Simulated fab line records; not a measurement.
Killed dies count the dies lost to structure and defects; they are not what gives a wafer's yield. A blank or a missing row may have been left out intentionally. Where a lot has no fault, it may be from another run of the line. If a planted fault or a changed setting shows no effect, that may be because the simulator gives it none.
Matching of chambers    flow n5_finfet    N5_DUMMY_GATE_TRIM_49 on rie_si-03: 4 sister chambers
The step chemistry O2, time 29 s, target cd 14 nm. 16 wafers are shown with their chamber, then 8 later ones without.

== EACH WAFER AND ITS CHAMBER ==
wafer   chamber  drypump_motor_current_A (A)  throttle_valve_pct (%)  oes_product_au (a.u.)
L076.1  1        6.5                          8.22                    0.999
L076.3  2        5.8                          7.85                    1.012
L076.6  0        5.6                          8.26                    0.993
L078.2  0        5.6                          8.27                    0.987
L078.4  2        5.8                          7.87                    1.002
L078.5  1        6.5                          8.23                    1.000
L080.2  1        6.5                          8.24                    0.996
L080.4  2        5.8                          7.86                    1.011
L080.5  0        5.5                          8.26                    0.993
L085.3  1        6.5                          8.21                    0.991
L085.5  3        6.1                          8.02                    1.022
L085.6  0        5.6                          8.26                    0.987
L086.1  1        6.5                          8.23                    1.001
L086.3  0        5.6                          8.27                    0.995
L086.4  3        6.1                          8.01                    1.023
L093.3  3        6.1                          8.00                    1.028

SIGNATURES (averages over the wafers above)
reading                  chamber 0  chamber 1  chamber 2  chamber 3  scatter within a chamber
drypump_motor_current_A  5.580      6.500      5.800      6.100      0.0258
throttle_valve_pct       8.2640     8.2260     7.8600     8.0100     0.00931
oes_product_au           0.99100    0.99740    1.00833    1.02433    0.00411
Rule: for a wafer and a chamber, the distance is found by dividing, reading by reading, the gap between the wafer's reading and the chamber's mean by the reading's scatter, squaring, summing and taking the root. The wafer belongs to the nearest chamber; if the next one is less than 2 further off, it can't be placed. The scatter: take each reading less its chamber's mean, square it, sum over the shown wafers, divide by the number of wafers less the number of chambers, and take the root.

== WAFERS WITHOUT THEIR CHAMBER ==
wafer   drypump_motor_current_A (A)  throttle_valve_pct (%)  oes_product_au (a.u.)
L093.4  5.8                          7.85                    1.009
L093.6  5.8                          7.86                    1.026
L094.1  5.5                          8.26                    0.994
L094.5  5.8                          7.86                    1.020
L094.6  6.5                          8.24                    0.999
L097.1  5.8                          7.85                    1.013
L097.2  5.6                          8.28                    0.988
L097.3  6.1                          7.99                    1.024

== THE CHAMBER EACH PASSED THROUGH ==
wafer   from the rows above  in truth
L093.4  2                    2
L093.6  2                    2
L094.1  0                    0
L094.5  2                    2
L094.6  1                    1
L097.1  2                    2
L097.2  0                    0
L097.3  3                    3
Placed correctly: 8 of 8. Left unplaced by these rows: 0. Number placed wrongly: 0.
